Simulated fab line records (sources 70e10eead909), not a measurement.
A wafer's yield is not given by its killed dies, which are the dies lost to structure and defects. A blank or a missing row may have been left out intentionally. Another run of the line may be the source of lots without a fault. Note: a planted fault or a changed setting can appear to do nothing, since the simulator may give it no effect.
Chamber matching :: flow nand_harc :: NHARC_A_CHANNEL_FILL_D2_ALD_14 on ald_hk-04 has 4 sister chambers
The step deposits SiO2, target thk 2.5 nm, pulse time 10 s, ald cycles 25. 8 wafers are shown with their chamber, then 10 later ones without.

== WAFERS, EACH WITH ITS CHAMBER ==
wafer: L084.4
chamber: 0
heater_power_w (W): 409
precursor_pulse_height_rel: 0.998

wafer: L086.1
chamber: 3
heater_power_w (W): 453
precursor_pulse_height_rel: 0.997

wafer: L086.6
chamber: 2
heater_power_w (W): 470
precursor_pulse_height_rel: 0.996

wafer: L087.1
chamber: 1
heater_power_w (W): 605
precursor_pulse_height_rel: 1.021

wafer: L087.2
chamber: 3
heater_power_w (W): 464
precursor_pulse_height_rel: 1.007

wafer: L087.5
chamber: 1
heater_power_w (W): 630
precursor_pulse_height_rel: 1.010

wafer: L088.3
chamber: 0
heater_power_w (W): 421
precursor_pulse_height_rel: 0.995

wafer: L088.4
chamber: 2
heater_power_w (W): 499
precursor_pulse_height_rel: 1.021

== WAFERS WITHOUT THEIR CHAMBER ==
wafer: L088.5
heater_power_w (W): 410
precursor_pulse_height_rel: 1.002

wafer: L091.1
heater_power_w (W): 616
precursor_pulse_height_rel: 1.015

wafer: L091.5
heater_power_w (W): 622
precursor_pulse_height_rel: 0.976

wafer: L091.6
heater_power_w (W): 503
precursor_pulse_height_rel: 1.020

wafer: L096.1
heater_power_w (W): 634
precursor_pulse_height_rel: 1.008

wafer: L096.3
heater_power_w (W): 459
precursor_pulse_height_rel: 0.990

wafer: L096.4
heater_power_w (W): 418
precursor_pulse_height_rel: 0.983

wafer: L097.1
heater_power_w (W): 417
precursor_pulse_height_rel: 0.988

wafer: L097.3
heater_power_w (W): 626
precursor_pulse_height_rel: 1.005

wafer: L097.6
heater_power_w (W): 413
precursor_pulse_height_rel: 0.978

== EACH ONE'S CHAMBER ==
wafer: L088.5
from the rows above: 0
in truth: 0

wafer: L091.1
from the rows above: 1
in truth: 1

wafer: L091.5
from the rows above: 1
in truth: 1

wafer: L091.6
from the rows above: can't be placed: 2 or 3
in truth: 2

wafer: L096.1
from the rows above: 1
in truth: 1

wafer: L096.3
from the rows above: can't be placed: 3 or 2 or 0
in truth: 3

wafer: L096.4
from the rows above: can't be placed: 0 or 3
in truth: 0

wafer: L097.1
from the rows above: 0
in truth: 0

wafer: L097.3
from the rows above: 1
in truth: 1

wafer: L097.6
from the rows above: 0
in truth: 0
Placed correctly: 7 of 10. Cannot be placed on the basis of these rows: 3; the candidates contain the true chamber in 3. 0 placed wrongly.
How it was worked out, from the rows above alone: a wafer's distance from a chamber is the root of the sum, over the readings, of the square of ((its reading less the chamber's mean) divided by the reading's scatter). The wafer belongs to the nearest chamber; if the next one is less than 2 further off, it can't be placed. The mean given for a chamber averages the wafers shown for that chamber. The scatter: take each reading less its chamber's mean, square it, sum over the shown wafers, divide by the number of wafers less the number of chambers, and take the root.
